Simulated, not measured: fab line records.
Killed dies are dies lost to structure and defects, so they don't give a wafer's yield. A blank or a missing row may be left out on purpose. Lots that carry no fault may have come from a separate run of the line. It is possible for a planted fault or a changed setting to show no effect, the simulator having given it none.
A struck lot beside a sound one -- flow nand-harc -- 14 out of 1302 route steps
Sound: these wafers, L622.3, L622.4, L622.6. Struck: wafer L617.4. (L617.2 of the same lot was not struck and is left out.) The cause comes at the end.
Per side, at each step with rows, come the tool, then ch with its chambers, and then its first start. Under that, the readings that differ: sound wafers -- struck wafers -- difference of the means -- sigmas: that difference in standard deviations of wafers without a fault.
alike: a reading whose means differ by less than 2 such deviations, as well as words and numbers matching on both sides. not compared: withheld readings; readings where some wafer has no value; bounds like >300 that might hide an equal value; numbers whose values overlap and for which the record gives no deviation.
Wherever a step has rows on one side only, a row that says differs or no value, or a row with sigmas, the two part there. Numbers that have no deviation but don't overlap get no sigmas and don't part them. A reading missing from all wafers of one side parts the sides only when that side holds two or more wafers.

first, 1 step without rows for these wafers: NHARC_A_ONON_D1_DEP_00 (target thk 1000 nm).
NHARC_A_ONON_D1_THK_MEAS_02: measures by ellipsometry.
  sound: film-metro-01 at day 17 04:41; struck: film-metro-01 at day 14 23:15
  alike: thk-nm
following that, 1 step holds no rows for these wafers, namely NHARC_A_ONON_D1_DEP_03 (target thickness 1000 nm).
NHARC_A_ONON_D1_THK_MEAS_05: measures by ellipsometry.
  sound: film-metro-02 at day 17 05:15; struck: film-metro-02 at day 14 23:49
  alike: thk-nm
following that, 1 step holds no rows for these wafers, namely NHARC_A_ONON_D1_DEP_06 (target thickness 1000 nm).
NHARC_A_ONON_D1_THK_MEAS_08: measures by ellipsometry.
  sound: film-metro-02 at day 17 05:49; struck: film-metro-02 at day 15 00:22
reading,sound,struck,difference,sigmas
thk-nm (nm),990 990 988,1008,+19,+2
following that, 1 step holds no rows for these wafers, namely NHARC_A_ONON_D1_DEP_09 (target thickness 1000 nm).
NHARC_A_ONON_D1_THK_MEAS_11: measures by ellipsometry.
  sound: film-metro-02 at day 17 06:24; struck: film-metro-02 at day 15 00:56
  alike: thk-nm
following that, 1 step holds no rows for these wafers, namely NHARC_A_ONON_D1_DEP_12 (target thickness 1000 nm).
NHARC_A_ONON_D1_THK_MEAS_14: measures by ellipsometry.
  sound: film-metro-02 at day 17 06:58; struck: film-metro-01 at day 15 01:31
  alike: thk-nm
then, 1 step without rows for these wafers: NHARC_A_ONON_D1_ANNEAL_15 (time 3600 s).
NHARC_A_ONON_D1_DEP_16: target thk 1000 nm.
  sound on pecvd-onon-03 ch 0, day 17 17:44; struck on pecvd-onon-03 ch 0, day 15 12:38
NHARC_A_ONON_D1_THK_MEAS_18: measures by ellipsometry.
  sound: film-metro-02 at day 17 18:08; struck: film-metro-02 at day 15 13:05
reading,sound,struck,difference,sigmas
thk-nm (nm),990 988 988,1303,+314,+46
following that, 1 step holds no rows for these wafers, namely NHARC_A_ONON_D1_DEP_19 (target thickness 1000 nm).

== WHERE THEY PART ==
First at NHARC_A_ONON_D1_THK_MEAS_08; last, within this record, at NHARC_A_ONON_D1_THK_MEAS_18.

WHY: what had been put in by the simulator
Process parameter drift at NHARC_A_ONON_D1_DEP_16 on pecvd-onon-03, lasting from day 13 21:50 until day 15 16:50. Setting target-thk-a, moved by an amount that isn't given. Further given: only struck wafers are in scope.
